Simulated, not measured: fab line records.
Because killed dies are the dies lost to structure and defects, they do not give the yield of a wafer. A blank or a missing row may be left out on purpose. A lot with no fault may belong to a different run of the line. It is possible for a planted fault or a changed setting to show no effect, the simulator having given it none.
fab line records	flow n5Finfet	part 2 of 2: steps 4 to 6 of 6
[record] lots = 23	wafers = 69	lastDay = 19
route steps=1938 shown BEOL_M0_SAQP@698 BEOL_M0_CUTY@713 BEOL_M0@715
lots untouched by any fault: they come from a run of this same line in which no faults occurred
startH: the number of hours between the record's first day and the start of the first shown wafer of the lot	waitH: hours from the lot's prior step to this one	" same as the row above	L1.1+2: one row covering several wafers at once	- no value, or no start given	* or withheld: withheld	< > ~ a bound
route shown NAME@n: NAME is a module with steps in the file, n the number in the route of the first one	usual: mean/standard deviation taken from wafers without a fault	same: alike in all rows	chamber/n: place in a boat	sites: readings site by site	_std_site: standard deviation of those values	_edge_site: mean of outer sites minus mean of inner sites	radiusMm: for every site, how far away it sits from the centre of the wafer	mask NAME#n: copy n	behind: the most recent tool/chamber to have shaped the wafer	hold: what put the lot on hold/how long, in hours/how the hold closed	device: transistor that didn't switch, given as n, p or np	end of line: at the end of the route, the tests of the same wafers	for a step that has no rows: nothing shown but its recipe	killed: count of dies lost to structure and defects at first sort (not the wafer's yield)	map: a wafer's dies, marking killed ones x, the rest . and places with no die _
set.NAME: the setting as run; set.NAME@STEP: as run at that earlier step	model.NAME: the simulator's own value behind a step, which no gauge read
one table for each step of the route and one row for each wafer, over a sample of lots
services: a tool's chamber out of use, with start hour (startH, from the record's first day; less than 0 if before it), hours out, and reason
[[steps]]
[step N5_BEOL_M0_STRIP_104]
[recipe] chemistry = N2/H2	powerW = 450	tempC = 40	pressureMtorr = 20	rfFrequencyHz = 6e+07	overashFraction = 0.3	biasPowerW = 7	h2Frac = 0.5	n2FlowSccm = 200	h2FlowSccm = 200
[usual] drypumpMotorCurrentA = 5.6/0.31	oesProductAu = 0.78/0.077	rfVppV = 59.3/1.6	showerheadPlenumPTorr = 2.57/0.073	throttleValvePct = 23.7/0.37
lot.wafer	tool	chamber	startH	waitH	drypumpMotorCurrentA	oesProductAu	rfHoursCounterH	rfVppV	showerheadPlenumPTorr	throttleValvePct
L074.1	rieDiel-03	1	126.91	0.0	5.8	0.79	98	59.2	2.55	23.4
L074.4	"	0	"	"	5.3	0.70	230	58.3	2.58	23.6
L074.6	"	2	"	"	6.3	0.73	-	58.7	2.51	23.3
L075.2	rieDiel-03	1	126.97	0.0	5.8	0.79	98	60.3	2.55	23.3
L075.4	"	0	"	"	5.3	0.70	230	58.4	2.58	23.6
L075.5	"	3	"	"	5.2	0.75	-	59.1	2.56	23.8
L077.1	rieDiel-03	3	129.94	0.0	5.1	0.76	145	55.3	2.56	23.8
L077.2	"	1	"	"	5.8	0.79	99	58.7	2.55	23.4
L077.4	"	2	"	"	6.3	0.74	185	59.5	2.51	23.3
L078.1	rieDiel-01	0	142.83	0.0	5.8	0.86	45	60.9	2.71	23.4
L078.2	"	2	"	"	5.7	0.71	218	59.8	2.63	24.4
L078.4	"	1	"	"	5.5	0.75	162	57.2	2.65	23.8
L080.2	rieDiel-03	0	150.64	0.0	5.3	0.70	239	59.1	2.58	23.6
L080.3	"	2	"	"	6.3	0.72	193	59.5	2.50	23.3
L080.4	"	1	"	"	5.8	0.80	106	57.9	2.54	23.3
L081.3	rieDiel-06	1	156.59	0.0	5.7	0.71	221	59.6	2.60	23.9
L081.4	"	0	"	"	5.9	0.83	-	60.8	2.46	23.1
L081.6	"	3	"	"	5.1	0.72	-	57.1	2.65	24.4
L082.3	rieDiel-01	2	164.48	0.0	5.7	0.70	226	58.4	2.62	24.4
L082.4	"	3	"	"	5.5	0.91	35	57.4	2.49	23.5
L082.6	"	0	"	"	5.7	0.87	-	60.8	2.71	23.4
L083.2	rieDiel-01	3	169.79	0.0	5.5	0.89	36	58.3	2.49	23.5
L083.5	"	2	"	"	5.7	0.68	-	62.8	2.62	24.4
L083.6	"	3	"	"	5.5	0.90	-	57.6	2.49	23.5
L084.1	rieDiel-01	1	179.04	0.0	5.5	0.78	175	60.3	2.65	23.8
L084.3	"	3	"	"	5.5	0.90	39	61.9	2.49	23.5
L084.5	"	2	"	"	5.7	0.68	-	60.2	2.62	24.4
L085.2	rieDiel-06	0	184.38	0.0	5.9	0.84	77	60.1	2.46	23.2
L085.4	"	3	"	"	5.1	0.70	182	58.2	2.64	24.4
L085.6	"	0	"	"	5.9	0.83	-	59.3	2.46	23.2
L086.1	rieDiel-01	0	187.24	0.0	5.7	0.85	60	58.6	2.70	23.5
L086.2	"	1	"	"	5.5	0.75	177	63.0	2.65	23.8
L086.3	"	2	"	"	5.7	0.68	233	59.6	2.62	24.4
L087.1	rieDiel-03	2	190.75	0.0	6.3	0.71	208	60.4	2.50	23.3
L087.2	"	3	"	"	5.2	0.73	167	58.8	2.55	23.9
L087.5	"	3	"	"	5.1	0.73	-	59.4	2.55	23.9
L088.1	rieDiel-06	1	195.90	0.0	5.7	0.68	233	58.8	2.59	24.0
L088.4	"	3	"	"	5.1	0.70	186	62.0	2.64	24.4
L088.5	"	0	"	"	5.9	0.82	-	58.5	2.46	23.2
L089.1	rieDiel-01	2	200.86	0.0	5.7	0.68	239	61.4	2.62	24.4
L089.4	"	2	"	"	5.7	0.68	-	59.2	2.62	24.4
L089.6	"	3	"	"	5.5	0.87	-	58.3	2.48	23.6
L090.1	rieDiel-01	2	210.81	0.0	5.7	0.69	242	60.0	2.62	24.4
L090.5	"	2	"	"	5.7	0.67	-	59.0	2.62	24.4
L090.6	"	3	"	"	5.5	0.87	-	62.0	2.48	23.6
L091.1	rieDiel-01	2	214.16	0.0	5.7	0.67	243	59.1	2.62	24.4
L091.2	"	1	"	"	5.5	0.73	187	56.6	2.64	23.8
L091.4	"	0	"	"	5.7	0.84	69	58.8	2.70	23.4
L092.2	rieDiel-03	2	222.91	0.0	6.3	0.70	220	58.8	2.49	23.3
L092.4	"	0	"	"	5.3	0.95	7	58.9	2.57	23.2
L092.5	"	1	"	"	5.8	0.77	-	61.1	2.53	23.4
L093.2	rieDiel-03	3	230.84	0.0	5.1	0.73	182	57.2	2.54	23.9
L093.4	"	1	"	"	5.8	0.76	136	60.1	2.53	23.4
L093.6	"	1	"	"	5.8	0.76	-	59.3	2.53	23.4
L076.2	rieDiel-03	1	237.43	0.0	5.7	0.76	139	58.6	2.53	23.4
L076.3	"	3	"	"	5.2	0.73	185	60.6	2.54	23.9
L076.5	"	2	"	"	6.3	0.70	-	60.6	2.49	23.3
L094.4	rieDiel-03	3	240.52	0.0	5.1	0.73	186	58.2	2.54	23.9
L094.5	"	0	"	"	5.3	0.91	-	62.7	2.57	23.2
L094.6	"	1	"	"	5.8	0.77	-	57.6	2.53	23.4
L095.1	rieDiel-01	0	247.68	0.0	5.7	0.82	86	59.5	2.69	23.5
L095.3	"	3	"	"	5.6	0.85	69	57.5	2.47	23.6
L095.6	"	0	"	"	5.8	0.81	-	59.8	2.69	23.5
L097.1	rieDiel-06	2	263.28	0.0	5.5	0.79	101	62.6	2.56	23.6
L097.3	"	3	"	"	5.1	0.69	202	59.6	2.63	24.5
L097.6	"	2	"	"	5.5	0.79	-	58.4	2.56	23.6
L096.1	rieDiel-01	3	263.59	0.0	5.5	0.84	75	59.1	2.47	23.6
L096.3	"	2	"	"	5.7	0.98	1	59.7	2.61	23.9
L096.4	"	0	"	"	5.8	0.82	92	58.7	2.69	23.4
[step N5_BEOL_M0_STRIP_142]
[recipe] chemistry = N2/H2	timeS = 10	powerW = 450	tempC = 40	pressureMtorr = 20	rfFrequencyHz = 6e+07	biasPowerW = 7	n2FlowSccm = 200	h2FlowSccm = 200
[usual] drypumpMotorCurrentA = 5.6/0.35	oesProductAu = 0.77/0.07	rfVppV = 59.2/0.84	showerheadPlenumPTorr = 2.57/0.069	throttleValvePct = 23.7/0.39
lot.wafer	tool	chamber	startH	waitH	drypumpMotorCurrentA	oesProductAu	rfHoursCounterH	rfVppV	showerheadPlenumPTorr	throttleValvePct
L074.1	rieDiel-03	0	127.10	0.0	5.3	0.71	230	58.1	2.58	23.6
L074.4	"	1	"	"	5.8	0.79	98	59.4	2.55	23.4
L074.6	"	3	"	"	5.1	0.76	-	59.9	2.56	23.8
L075.2	rieDiel-03	3	127.22	0.0	5.1	0.76	144	59.9	2.56	23.8
L075.4	"	1	"	"	5.8	0.80	98	59.6	2.55	23.3
L075.5	"	0	"	"	5.3	0.71	-	60.8	2.58	23.6
L077.1	rieDiel-03	0	130.21	0.0	5.3	0.70	231	59.5	2.58	23.6
L077.2	"	1	"	"	5.8	0.80	99	59.2	2.55	23.3
L077.4	"	2	"	"	6.3	0.74	185	59.8	2.51	23.3
L078.1	rieDiel-01	0	143.02	0.0	5.7	0.87	45	58.7	2.71	23.4
L078.2	"	3	"	"	5.5	0.90	27	58.7	2.49	23.5
L078.4	"	1	"	"	5.5	0.75	162	58.9	2.65	23.7
L080.2	rieDiel-06	1	150.84	0.0	5.6	0.70	219	58.8	2.60	23.9
L080.3	"	3	"	"	5.1	0.72	171	58.9	2.65	24.4
L080.4	"	3	"	"	5.2	0.71	-	58.9	2.65	24.4
L081.3	rieDiel-03	2	156.93	0.0	6.3	0.73	196	59.8	2.50	23.3
L081.4	"	0	"	"	5.3	0.69	240	59.2	2.58	23.6
L081.6	"	2	"	"	6.3	0.73	-	59.2	2.50	23.3
L082.3	rieDiel-06	1	164.76	0.0	5.6	0.70	223	59.5	2.60	23.9
L082.4	"	3	"	"	5.2	0.72	176	59.0	2.65	24.5
L082.6	"	3	"	"	5.1	0.71	-	61.2	2.65	24.4
L083.2	rieDiel-01	2	170.01	0.0	5.7	0.69	228	58.7	2.62	24.4
L083.5	"	1	"	"	5.5	0.76	-	59.7	2.65	23.8
L083.6	"	2	"	"	5.7	0.69	-	59.8	2.62	24.4
L084.1	rieDiel-01	3	179.28	0.0	5.5	0.88	39	58.6	2.49	23.5
L084.3	"	0	"	"	5.8	0.85	58	61.6	2.71	23.4
L084.5	"	1	"	"	5.5	0.76	-	59.3	2.65	23.8
L085.2	rieDiel-06	0	184.57	0.0	5.9	0.83	77	58.7	2.46	23.2
L085.4	"	3	"	"	5.1	0.71	182	60.7	2.64	24.5
L085.6	"	0	"	"	5.9	0.82	-	57.9	2.46	23.2
L086.1	rieDiel-03	0	187.67	0.0	5.3	0.69	248	59.9	2.57	23.6
L086.2	"	2	"	"	6.3	0.72	207	59.1	2.50	23.3
L086.3	"	3	"	"	5.2	0.73	165	57.9	2.55	23.9
L087.1	rieDiel-06	0	190.94	0.0	5.9	0.83	79	57.2	2.46	23.2
L087.2	"	3	"	"	5.1	0.72	184	59.6	2.64	24.5
L087.5	"	3	"	"	5.1	0.71	-	57.8	2.64	24.5
L088.1	rieDiel-06	0	196.09	0.0	5.9	0.83	80	57.9	2.46	23.2
L088.4	"	1	"	"	5.6	0.69	233	59.2	2.59	24.0
L088.5	"	3	"	"	5.1	0.70	-	58.6	2.64	24.5
L089.1	rieDiel-03	1	201.22	0.0	5.8	0.78	125	58.7	2.54	23.4
L089.4	"	3	"	"	5.1	0.73	-	59.2	2.54	23.9
L089.6	"	1	"	"	5.8	0.78	-	58.6	2.53	23.4
L090.1	rieDiel-01	2	211.03	0.0	5.7	0.68	242	58.8	2.62	24.4
L090.5	"	2	"	"	5.7	0.68	-	58.9	2.62	24.4
L090.6	"	3	"	"	5.5	0.87	-	58.2	2.48	23.5
L091.1	rieDiel-03	3	214.73	0.0	5.1	0.73	176	58.1	2.54	23.9
L091.2	"	0	"	"	5.3	0.96	4	59.2	2.57	23.2
L091.4	"	1	"	"	5.8	0.77	130	60.4	2.53	23.4
L092.2	rieDiel-03	3	223.10	0.0	5.1	0.73	179	57.6	2.54	23.9
L092.4	"	1	"	"	5.8	0.77	133	59.3	2.53	23.4
L092.5	"	3	"	"	5.1	0.72	-	61.3	2.54	23.9
L093.2	rieDiel-01	0	231.11	0.0	5.8	0.83	76	58.6	2.70	23.5
L093.4	"	2	"	"	5.7	0.67	249	58.9	2.61	24.4
L093.6	"	1	"	"	5.5	0.73	-	59.4	2.64	23.8
L076.2	rieDiel-03	1	237.63	0.0	5.8	0.76	139	59.5	2.53	23.4
L076.3	"	0	"	"	5.3	0.92	13	58.6	2.57	23.2
L076.5	"	3	"	"	5.2	0.72	-	59.8	2.54	23.9
L094.4	rieDiel-03	2	242.13	0.0	6.3	0.70	228	58.3	2.49	23.3
L094.5	"	2	"	"	6.3	0.70	-	59.6	2.49	23.3
L094.6	"	3	"	"	5.2	0.72	-	59.1	2.54	23.9
L095.1	rieDiel-06	3	247.87	0.0	5.1	0.69	199	59.6	2.64	24.5
L095.3	"	1	"	"	5.7	0.69	246	60.5	2.59	24.0
L095.6	"	3	"	"	5.1	0.69	-	59.0	2.63	24.5
L097.1	rieDiel-03	3	263.47	0.0	5.1	0.71	193	58.5	2.53	23.9
L097.3	"	1	"	"	5.8	0.75	148	58.0	2.53	23.4
L097.6	"	0	"	"	5.3	0.88	-	60.0	2.56	23.2
L096.1	rieDiel-01	2	263.80	0.0	5.7	0.97	1	59.2	2.61	23.9
L096.3	"	0	"	"	5.7	0.82	92	58.4	2.69	23.5
L096.4	"	1	"	"	5.5	0.73	210	59.3	2.63	23.8
[step N5_BEOL_M0_OCD_MEAS_108]
[usual] trenchDepthNm = 32.5/0.66
lot.wafer	tool	chamber	startH	waitH	trenchDepthNm
L074.1	ocd-01	-	127.18	0.1	32.4
L074.4	"	-	"	"	32.3
L074.6	"	-	"	"	32.5
L075.2	ocd-01	-	127.30	0.1	32.0
L075.4	"	-	"	"	32.5
L075.5	"	-	"	"	32.1
L077.1	ocd-02	-	130.29	0.1	32.5
L077.2	"	-	"	"	33.0
L077.4	"	-	"	"	31.2
L078.1	ocd-01	-	143.10	0.1	33.2
L078.2	"	-	"	"	32.2
L078.4	"	-	"	"	33.0
L080.2	ocd-02	-	150.92	0.1	32.0
L080.3	"	-	"	"	32.9
L080.4	"	-	"	"	32.4
L081.3	ocd-01	-	157.02	0.1	31.3
L081.4	"	-	"	"	31.6
L081.6	"	-	"	"	31.3
L082.3	ocd-02	-	164.84	0.1	31.9
L082.4	"	-	"	"	32.4
L082.6	"	-	"	"	32.0
L083.2	ocd-02	-	170.10	0.1	31.8
L083.5	"	-	"	"	32.7
L083.6	"	-	"	"	32.0
L084.1	ocd-02	-	179.36	0.1	32.7
L084.3	"	-	"	"	33.9
L084.5	"	-	"	"	33.3
L085.2	ocd-02	-	184.66	0.1	32.3
L085.4	"	-	"	"	32.6
L085.6	"	-	"	"	33.0
L086.1	ocd-02	-	187.75	0.1	32.4
L086.2	"	-	"	"	31.8
L086.3	"	-	"	"	32.9
L087.1	ocd-02	-	191.02	0.1	33.3
L087.2	"	-	"	"	32.2
L087.5	"	-	"	"	32.2
L088.1	ocd-01	-	196.17	0.1	33.5
L088.4	"	-	"	"	32.5
L088.5	"	-	"	"	32.1
L089.1	ocd-01	-	201.30	0.1	32.9
L089.4	"	-	"	"	32.7
L089.6	"	-	"	"	33.6
L090.1	ocd-01	-	211.11	0.1	31.7
L090.5	"	-	"	"	31.5
L090.6	"	-	"	"	32.3
L091.1	ocd-01	-	214.81	0.1	32.8
L091.2	"	-	"	"	34.0
L091.4	"	-	"	"	33.2
L092.2	ocd-01	-	223.18	0.1	33.0
L092.4	"	-	"	"	33.0
L092.5	"	-	"	"	32.1
L093.2	ocd-01	-	231.19	0.1	33.0
L093.4	"	-	"	"	32.0
L093.6	"	-	"	"	33.6
L076.2	ocd-01	-	237.71	0.1	32.4
L076.3	"	-	"	"	32.8
L076.5	"	-	"	"	32.9
L094.4	ocd-02	-	242.22	0.1	31.3
L094.5	"	-	"	"	31.0
L094.6	"	-	"	"	32.3
L095.1	ocd-01	-	247.95	0.1	32.4
L095.3	"	-	"	"	32.2
L095.6	"	-	"	"	32.5
L097.1	ocd-02	-	263.55	0.1	32.7
L097.3	"	-	"	"	32.7
L097.6	"	-	"	"	32.7
L096.1	ocd-01	-	263.88	0.1	33.2
L096.3	"	-	"	"	32.4
L096.4	"	-	"	"	33.5
[[services]]
tool	chamber	startH	hours	kind
aldSin-01	0	99.86	-	clean
rieDiel-01	3	105.08	9.1	repair
rieDiel-01	0	113.19	5.2	repair
rieDiel-06	2	113.32	8.0	repair
aldSin-02	-	144.29	6.0	pm
rieDiel-06	2	144.85	12.2	repair
rieDiel-03	0	170.10	5.9	repair
aldSin-02	0	173.72	1.7	repair
aldSin-01	1	184.53	5.7	repair
aldSin-02	3	187.52	4.0	repair
rieDiel-03	0	190.51	-	clean
rieDiel-03	0	190.51	-	consumableReplace:focusRing
rieDiel-03	0	190.51	12.7	scheduledDown
rieDiel-03	0	190.51	12.7	ventCycle
rieDiel-01	0	198.22	3.0	repair
aldSin-02	3	222.86	5.1	repair
rieDiel-06	-	232.17	14.6	pm
rieDiel-01	2	232.53	-	clean
rieDiel-01	2	232.53	-	consumableReplace:focusRing
rieDiel-01	2	232.53	27.3	scheduledDown
rieDiel-01	2	232.53	27.3	ventCycle
aldSin-04	1	236.14	5.3	repair
aldSin-04	0	261.81	14.1	repair
rieDiel-03	2	263.59	3.8	repair
